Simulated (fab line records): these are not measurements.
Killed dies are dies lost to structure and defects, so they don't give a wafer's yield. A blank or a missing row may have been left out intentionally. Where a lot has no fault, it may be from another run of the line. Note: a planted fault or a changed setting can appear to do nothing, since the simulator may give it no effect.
Which tool did it?    flow n5-finfet    24 wafers from 8 lots sampled at 7 of the route's 1938 steps

## WHAT THE GAUGES SHOWED, per wafer
N5_BEOL_M10_OCD_MEAS_38.
lot   measured      on      trench-depth-nm (nm)
L570  day 10 03:14  ocd-02  149.3 146.5 149.7
L579  day 12 00:05  ocd-01  148.1 148.3 147.0
L583  day 13 09:16  ocd-01  145.2 148.3 149.9
L589  day 14 09:32  ocd-02  149.1 150.0 148.6
L587  day 14 18:52  ocd-01  134.6 132.9 132.9
L590  day 14 23:05  ocd-01  150.4 150.8 149.5
L588  day 14 23:10  ocd-02  133.5 134.4 133.4
L593  day 16 10:32  ocd-01  152.6 150.2 151.7

N5_BEOL_M10_CD_MEAS_35: the cd target is 70 nm.
lot   measured      on         cd-nm (nm)
L570  day 10 03:23  cd-sem-02  70.3 70.5 70.3
L579  day 12 00:14  cd-sem-03  70.8 70.7 70.1
L583  day 13 09:26  cd-sem-01  70.5 70.5 71.3
L589  day 14 09:41  cd-sem-03  70.8 71.0 70.0
L587  day 14 19:01  cd-sem-03  69.0 69.5 69.2
L590  day 14 23:14  cd-sem-02  70.3 70.0 70.6
L588  day 14 23:20  cd-sem-01  69.5 70.3 70.2
L593  day 16 10:42  cd-sem-01  69.6 70.4 70.0

N5_BEOL_M10_THK_MEAS_53: measures by xrf.
lot   measured      on             M10_THK (nm)
L570  day 10 08:47  film-metro-01  137.6 136.6 139.4
L579  day 12 03:26  film-metro-01  137.2 139.5 137.4
L583  day 13 11:59  film-metro-01  137.7 139.1 142.7
L589  day 14 13:08  film-metro-01  139.2 139.9 137.5
L587  day 14 22:04  film-metro-01  123.7 121.7 122.4
L590  day 15 02:07  film-metro-01  138.9 137.8 138.0
L588  day 15 02:13  film-metro-01  121.8 121.4 124.4
L593  day 16 13:01  film-metro-01  140.6 138.2 140.8

N5_BEOL_M10_RS_MEAS_57: measurement is done with a four-point probe.
lot   measured      on             M10_RS (ohm/sq)
L570  day 10 08:55  film-metro-01  0.1511 0.1532 0.1495
L579  day 12 03:36  film-metro-02  0.1532 0.1503 0.1525
L583  day 13 12:10  film-metro-02  0.1530 0.1513 0.1467
L589  day 14 13:17  film-metro-02  0.1489 0.1483 0.1511
L587  day 14 22:13  film-metro-01  0.1694 0.1725 0.1711
L590  day 15 02:15  film-metro-02  0.1486 0.1499 0.1504
L588  day 15 02:21  film-metro-02  0.1742 0.1748 0.1687
L593  day 16 13:10  film-metro-02  0.1470 0.1497 0.1473

## EACH LOT AND THE TOOL THAT RAN IT (in order: tool; ch and the chambers of the sampled wafers; start)
lot   N5_BEOL_M10_DESCUM_33               N5_BEOL_M10_ETCH_65                 N5_BEOL_M10_TRENCH_ETCH_37
L570  rie-diel-01 ch 0,2, day 10 02:44    rie-diel-01 ch 0,2, day 10 02:47    rie-diel-01 ch 0,2, day 10 03:03
L579  rie-diel-06 ch 0,1,3, day 11 23:35  rie-diel-06 ch 0,1,3, day 11 23:38  rie-diel-06 ch 0,1,3, day 11 23:55
L583  rie-diel-06 ch 0,2,3, day 13 08:47  rie-diel-06 ch 0,2,3, day 13 08:49  rie-diel-06 ch 0,2,3, day 13 09:05
L589  rie-diel-05 ch 0,1,3, day 14 09:02  rie-diel-05 ch 0,1,3, day 14 09:05  rie-diel-05 ch 0,1,3, day 14 09:22
L587  rie-diel-06 ch 0,1, day 14 18:22    rie-diel-06 ch 0,1, day 14 18:24    rie-diel-06 ch 0,1, day 14 18:41
L590  rie-diel-05 ch 0,1, day 14 22:35    rie-diel-05 ch 0,1, day 14 22:37    rie-diel-05 ch 0,1, day 14 22:54
L588  rie-diel-06 ch 2,3, day 14 22:41    rie-diel-06 ch 2,3, day 14 22:43    rie-diel-06 ch 2,3, day 14 22:59
L593  rie-diel-05 ch 1,2, day 16 10:02    rie-diel-05 ch 1,2, day 16 10:04    rie-diel-05 ch 1,2, day 16 10:21
- N5_BEOL_M10_DESCUM_33: chemistry O2, time 7.9 s.
- N5_BEOL_M10_ETCH_65: etches SiARC in CF4, target depth 39 nm, time 65 s.
- N5_BEOL_M10_TRENCH_ETCH_37: etches SiCOH lowk in C4F6/O2, target depth 148.83 nm, time 48 s.

## AS READ BY THE TOOLS THEMSELVES (means over the sampled wafers that have a number; for cases with no such wafer, the mark the record gives instead)
N5_BEOL_M10_DESCUM_33.
lot   tool         drypump-motor-current-A (A)  o2-flow-sccm (sccm)  oes-product-au (a.u.)  rf-fwd-power-W (W)  rf-vpp-V (V)  showerhead-plenum-p-Torr (Torr)  throttle-valve-pct (%)
L570  rie-diel-01  5.6                          225.0                0.73                   49.43               241.8         2.03                             20.49
L579  rie-diel-06  5.6                          225.4                0.86                   49.53               244.5         2.19                             20.58
L583  rie-diel-06  5.4                          224.7                0.79                   49.42               243.2         2.13                             20.62
L589  rie-diel-05  5.5                          224.4                0.82                   49.39               243.2         2.11                             20.24
L587  rie-diel-06  5.3                          225.0                0.78                   49.67               244.7         2.20                             20.66
L590  rie-diel-05  5.9                          225.2                0.81                   49.27               243.3         2.09                             20.22
L588  rie-diel-06  5.7                          225.5                0.89                   49.52               244.1         2.11                             20.50
L593  rie-diel-05  5.8                          225.4                0.80                   49.50               241.6         2.04                             20.52

N5_BEOL_M10_ETCH_65.
lot   tool         cf4-flow-sccm (sccm)  drypump-motor-current-A (A)  etch-rf-on-time-s (s)  oes-product-au (a.u.)  rf-fwd-power-W (W)  rf-vpp-V (V)  showerhead-plenum-p-Torr (Torr)  throttle-valve-pct (%)
L570  rie-diel-01  100.0                 5.6                          64.1                   0.63                   539.5               184.1         2.09                             15.65
L579  rie-diel-06  99.7                  5.6                          64.5                   0.74                   538.6               185.7         2.23                             15.68
L583  rie-diel-06  100.0                 5.4                          64.9                   0.68                   538.4               183.9         2.18                             15.80
L589  rie-diel-05  100.3                 5.5                          64.2                   0.70                   538.4               184.6         2.17                             15.45
L587  rie-diel-06  100.1                 5.3                          64.8                   0.67                   540.6               184.0         2.24                             15.79
L590  rie-diel-05  100.0                 5.9                          64.5                   0.70                   538.3               184.4         2.13                             15.41
L588  rie-diel-06  99.8                  5.7                          64.6                   0.76                   539.3               184.1         2.16                             15.60
L593  rie-diel-05  100.0                 5.8                          62.9                   0.69                   536.0               183.6         2.09                             15.74

N5_BEOL_M10_TRENCH_ETCH_37.
lot   tool         drypump-motor-current-A (A)  oes_f_703_au (a.u.)  oes_o_777_au (a.u.)  oes-product-au (a.u.)  rf-fwd-power-W (W)  rf-vpp-V (V)  showerhead-plenum-p-Torr (Torr)  throttle-valve-pct (%)
L570  rie-diel-01  5.6                          0.76                 0.75                 0.74                   341.1               658           2.76                             20.92
L579  rie-diel-06  5.6                          0.87                 0.87                 0.85                   342.9               664           2.97                             21.07
L583  rie-diel-06  5.4                          0.81                 0.81                 0.80                   341.4               664           2.90                             21.11
L589  rie-diel-05  5.5                          0.81                 0.82                 0.82                   342.5               665           2.88                             20.75
L587  rie-diel-06  5.3                          0.58                 0.61                 0.74                   260.2               763           2.98                             21.13
L590  rie-diel-05  5.9                          0.83                 0.83                 0.82                   339.5               663           2.83                             20.68
L588  rie-diel-06  5.7                          0.64                 0.67                 0.84                   258.2               765           2.87                             20.97
L593  rie-diel-05  5.8                          0.81                 0.80                 0.81                   340.9               658           2.78                             21.04

## THE ANSWER, worked out from the rows above alone
Rule: the usual values come from the lots themselves. Put in order of their means at a reading, lots are off if they are a third of the lots or fewer, leave a main group of 4 or more, and stand apart from it by a gap of 3 or more times the standard deviation of the main group's means; of several such gaps the widest counts. A main group whose means are all the same, to the digits that the tables above print for the reading, isn't used. A lot without any number at a reading at which 4 lots or more have one is off too. Any other lot the step has rows for is counted as sound. After the gauges, taken in route order, come the tools' own readings; for these a lot's mean is taken, as printed above. At the first step where some lot is off, the reading lying furthest off is the one used; lots without a number count as furthest.
Off: L587, L588 (N5_BEOL_M10_OCD_MEAS_38, trench-depth-nm). Mean 149.2 nm and standard deviation 1.3 in the main group.
A tool fits if, at a process step before that reading, it ran every lot that is off, and no sound lot after the first of them. The gauges at N5_BEOL_M10_OCD_MEAS_38 aren't tried: what is off there is off at N5_BEOL_M10_THK_MEAS_53 too, on other tools, and a gauge's error can't cause that. One fits: rie-diel-06 at N5_BEOL_M10_DESCUM_33 and N5_BEOL_M10_ETCH_65 and N5_BEOL_M10_TRENCH_ETCH_37. At N5_BEOL_M10_DESCUM_33 its last sound lot is L583 (day 13 08:47), its first lot that is off L587 (day 14 18:22): a fault that began between those two fits.

## WHAT THE SIMULATOR HAD INSERTED
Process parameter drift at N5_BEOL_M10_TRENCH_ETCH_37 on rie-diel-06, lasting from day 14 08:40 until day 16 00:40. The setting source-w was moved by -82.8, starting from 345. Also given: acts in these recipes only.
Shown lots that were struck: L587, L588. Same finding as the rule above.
